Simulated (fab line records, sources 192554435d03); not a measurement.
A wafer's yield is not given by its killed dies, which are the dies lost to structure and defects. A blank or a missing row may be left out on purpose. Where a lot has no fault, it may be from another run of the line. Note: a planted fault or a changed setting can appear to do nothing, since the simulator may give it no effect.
Which tool was responsible? || flow n5-finfet || 37 wafers sampled from 13 lots at 1 step of a route of 1938

== WHAT EACH GAUGE READ, for each wafer ==
N5_BEOL_M13_OVL_MEAS_29.
{"lot": "L234", "measured": "day 11 16:53", "on": "overlay-01", "M13_OVL (nm)": "7 1 4"}
{"lot": "L232", "measured": "day 11 18:47", "on": "overlay-01", "M13_OVL (nm)": "7 -2 4"}
{"lot": "L233", "measured": "day 11 19:16", "on": "overlay-02", "M13_OVL (nm)": "-2 1 -5"}
{"lot": "L235", "measured": "day 12 07:09", "on": "overlay-02", "M13_OVL (nm)": "3 3 2"}
{"lot": "L236", "measured": "day 12 07:11", "on": "overlay-01", "M13_OVL (nm)": "-5 1 -5"}
{"lot": "L237", "measured": "day 12 07:34", "on": "overlay-01", "M13_OVL (nm)": "5 -10 -3"}
{"lot": "L242", "measured": "day 13 19:17", "on": "overlay-01", "M13_OVL (nm)": "-3 6 4"}
{"lot": "L245", "measured": "day 14 15:15", "on": "overlay-01", "M13_OVL (nm)": "-3 -1 0"}
{"lot": "L246", "measured": "day 15 05:27", "on": "overlay-01", "M13_OVL (nm)": "8 8 4"}
{"lot": "L248", "measured": "day 15 18:38", "on": "overlay-01", "M13_OVL (nm)": "-1 -9 -4"}
{"lot": "L253", "measured": "day 18 03:25", "on": "overlay-02", "M13_OVL (nm)": "7 -4 7"}
{"lot": "L254", "measured": "day 18 03:35", "on": "overlay-01", "M13_OVL (nm)": "3 9"}
{"lot": "L255", "measured": "day 18 03:58", "on": "overlay-02", "M13_OVL (nm)": "1 7"}

== EACH LOT AND THE TOOL THAT RAN IT (in order: tool; ch and the chambers of the sampled wafers; start) ==
The record shows no process step preceding these readings.

== WHAT THE TOOLS THEMSELVES READ (means of the sampled wafers that have a number; where no wafer has one, the mark that the record gives instead) ==
The record holds no such reading with a usual standard deviation.

== THE ANSWER, worked out from the rows above alone ==
Rule: the lots themselves supply what counts as usual. Put in order of their means at a reading, lots are off if they are a third of the lots or fewer, leave a main group of 4 or more, and stand apart from it by a gap of 3 or more times the standard deviation of the main group's means; of several such gaps the widest counts. A main group whose means are all the same, to the digits that the tables above print for the reading, isn't used. A lot without any number at a reading at which 4 lots or more have one is off too. Where the step has rows for the other lots, those lots are counted as sound. Order of review: gauges by route order, followed by the tools' own readings, for which a lot's mean as printed above is used. The first step at which some lot is off is used, and at that step the reading that is off furthest; a lot without a number counts as furthest.
No lot is off at any reading shown: from this, nothing can be told.

== WHAT THE SIMULATOR HAD INSERTED ==
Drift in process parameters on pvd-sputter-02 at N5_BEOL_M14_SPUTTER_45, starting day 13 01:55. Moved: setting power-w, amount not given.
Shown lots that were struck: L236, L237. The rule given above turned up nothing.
